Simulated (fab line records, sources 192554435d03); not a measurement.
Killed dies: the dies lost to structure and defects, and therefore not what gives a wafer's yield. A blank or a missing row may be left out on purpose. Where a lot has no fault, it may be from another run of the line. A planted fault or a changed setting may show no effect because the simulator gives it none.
The same fault as seen by 2 desks	flow n5-finfet	each desk has only its own numbers; what lay behind them comes last

TOOL OWNER'S DESK, ald-metal-02
The tool's own readings at N5_HKMG_FIN_ALD_36 (deposits TiN, target thk 1 nm, pulse time 1 s, purge time 3 s): means of the sampled wafers that have a number, for each lot that ran on this tool. Marked OUT: a lot whose mean sits more than 4 standard deviations from the usual mean, which makes it out of limits; the brackets give that distance.
Columns: A = heater-power-w at N5_HKMG_FIN_ALD_36, usual 872 W; B = precursor-pulse-height-rel at N5_HKMG_FIN_ALD_36, usual 1.001
lot	first seen here	A	B
L695	day 4 05:14	802	0.986
L701	day 5 16:19	733	0.987
L702	day 5 22:29	786	0.987
L703	day 6 04:11	779	1.009
L709	day 7 14:51	776	1.008
This desk's verdict: no lot among the 5 shows anything out of limits.

FROM THE METROLOGY DESK
What the gauges read, lot by lot, whatever tool the lot ran on: means of the sampled wafers that have a number. Marked OUT: a lot whose mean sits more than 4 standard deviations from the usual mean, which makes it out of limits; the brackets give that distance.
Columns: A = HK_THK at N5_HKMG_FIN_THK_MEAS_70, usual 1.598 nm
lot	first seen here	A
L695	day 4 05:31	1.619
L698	day 4 21:38	1.620
L699	day 5 05:15	1.599
L701	day 5 16:35	1.598
L702	day 5 22:46	1.594
L703	day 6 04:28	1.582
L709	day 7 15:08	1.607
L712	day 8 08:50	1.611
L713	day 8 16:50	1.599
L715	day 9 04:27	1.584
L716	day 9 16:05	1.596
L717	day 9 17:02	1.597
This desk's verdict: no lot among the 12 shows anything out of limits.

ALL TOGETHER
Nothing out of limits was seen by the tool owner's desk.
Metrology desk: nothing out of limits seen.

WHAT WAS PUT IN BY THE SIMULATOR
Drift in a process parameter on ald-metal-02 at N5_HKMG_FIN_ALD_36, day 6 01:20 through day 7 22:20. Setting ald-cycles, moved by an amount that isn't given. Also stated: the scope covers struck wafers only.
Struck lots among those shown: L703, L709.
